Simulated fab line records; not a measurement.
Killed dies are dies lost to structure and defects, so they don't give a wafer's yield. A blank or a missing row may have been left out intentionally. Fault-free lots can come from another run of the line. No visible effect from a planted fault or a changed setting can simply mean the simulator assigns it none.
Comparing a struck lot with a sound one + flow n5 finfet + 16 out of 1938 route steps
Sound: these wafers, L182.2, L182.4, L182.5. Struck: wafer L194.4; the same lot's L194.5 was not struck, so it is left out; see the end for the cause.
Order at every step that has rows: each side's tool, ch and its chambers, its first start. Under that, the readings that differ: sound wafers + struck wafers + difference of the means + sigmas: that difference in standard deviations of wafers without a fault.
alike: words and numbers the same on both sides, and readings whose means are apart by under 2 such deviations; not compared: readings that were withheld, readings missing a value for some wafer, numbers with overlapping values and no deviation given by the record, and bounds like >300 which may hide the same value.
The two part at a step that has a row with sigmas, a row that says differs or no value, or rows on one side only. Non-overlapping numbers with no deviation appear without sigmas and do not part them. Lack of a reading on every wafer of one side parts them only where that side has two or more wafers.

first, 1 step without rows for these wafers: N5_ILD0_CURE_02 (time 1800 s).
N5_ILD0_CMP_03: polishes, stops on SiNx, t overpolish 1.9 s, target thk 197.38 nm.
  sound on cmp-01 ch 0,2, day 5 01:26; struck on cmp-01 ch 0, day 8 02:27
  alike: motor current A, overpolish run s, time to endpoint s
N5_ILD0_THK_MEAS_04:
  sound on film metro-02, day 5 01:42; struck on film metro-02, day 8 02:40
  alike: thk nm
N5_ILD0_CMP_07: polishes SiO2 flowable, stops on poly-Si, t overpolish 1.18 s, target thk 138.88 nm.
  sound on cmp-01 ch 1,3, day 5 01:43; struck on cmp-02 ch 1, day 8 02:49
| reading             | sound          | struck | difference | sigmas |
|---------------------|----------------|--------|------------|--------|
| motor current A (A) | 10.7 11.5 10.7 | 14.9   | +3.9       | +3     |
N5_ILD0_THK_MEAS_08:
  sound on film metro-01, day 5 02:01; struck on film metro-02, day 8 02:59
  alike: thk nm
then, 1 step without rows for these wafers: N5_ILD0_PRECLEAN_10 (cleans in NF3:NH3, afs cycles 5, time 20 s, sublimation time 60 s).
N5_ILD0_ALD_15: deposits SiNx, target thk 24 nm, pulse time 1 s, ald cycles 480.
  sound on ald sin-02 ch 0,1, day 5 03:19; struck on ald sin-03 ch 1, day 8 03:43
  alike: heater power w, precursor pulse height rel
N5_ILD0_CMP_12: polishes SiNx, stops on poly-Si, t overpolish 6 s, target thk 17.67 nm.
  sound on cmp-03 ch 0,2,3, day 5 05:34; struck on cmp-02 ch 0, day 8 06:02
  alike: motor current A, overpolish run s, time to endpoint s
N5_ILD0_THK_MEAS_13:
  sound on film metro-01, day 5 05:49; struck on film metro-02, day 8 06:13
  alike: thk nm
N5_ILD0_INSPECT_06: inspects for defects (darkfield).
  sound on defect inspect-01, day 5 05:50; struck on defect inspect-01, day 8 06:14
  alike: raw defect count
N5_SDB_HM_DEP_00: deposits SiNx from SiH4/NH3/N2, target thk 40 nm, time 35.3 s.
  sound on pecvd-03 ch 0,1, day 5 05:53; struck on pecvd-03 ch 0, day 8 06:21
  alike: heater power w, showerhead plenum p Torr, throttle valve pct
then, 1 step without rows for these wafers: N5_SDB_COAT_03 (time 60 s, resist thk 100 nm).
N5_SDB_COAT_04: time 60 s, resist thk 18 nm.
  sound on litho track-02 ch 0, day 5 05:58; struck on litho track-02 ch 0, day 8 06:25
| reading                  | sound             | struck | difference | sigmas |
|--------------------------|-------------------|--------|------------|--------|
| heater power total W (W) | 429.0 429.1 430.7 | 476.8  | +47.2      | +21    |
| run length s (s)         | 66.33 66.44 66.25 | 56.78  | -9.56      | -48    |
  alike: chill plate temp C, dispense pressure kPa
then, 1 step without rows for these wafers: N5_SDB_COAT_05 (resist thk 90 nm).
-- the record jumps here: 4 days lie between the struck wafers' starts before and after (it left off in module SDB and takes up again in module BEOL_M4, whose first step shown is number 1111 of the route) --
N5_BEOL_M4_RC_MEAS_101:
  sound on prober-02 ch 0, day 9 12:30; struck on prober-01 ch 0, day 12 10:04
  alike: DIBL_N, DIBL_P, IOFF_N, IOFF_P, ION_N, ION_P, SS_N, SS_P, VT_N, VT_P
-- here the record skips 5 days between the struck wafers' starts before and after, leaving off in module BEOL_M4 and picking up in module PASSIVATION (first step shown: number 1936 of the route) --
N5_PASSIVATION_PROBE_49:
  sound on prober-02, day 14 21:40; struck on prober-01, day 17 03:17
| reading            | sound    | struck | difference | sigmas |
|--------------------|----------|--------|------------|--------|
| killed_at_M0_to_M3 | 47 36 28 | 15     | -22        | -2     |
  alike: defect limited yield, killed_at_M4_up, killed at contacts, killed at front end, killed at other, killed dies, killed open, killed short, sort_bin_4_leakage, sort_bin_5_function, sort_bin_6_memory, sort_bin_8_speed, sort n pass, sort yield pct

## WHERE THEY PART
Last at N5_PASSIVATION_PROBE_49 as far as this record goes, first at N5_ILD0_CMP_07.

WHY: what had been put in by the simulator
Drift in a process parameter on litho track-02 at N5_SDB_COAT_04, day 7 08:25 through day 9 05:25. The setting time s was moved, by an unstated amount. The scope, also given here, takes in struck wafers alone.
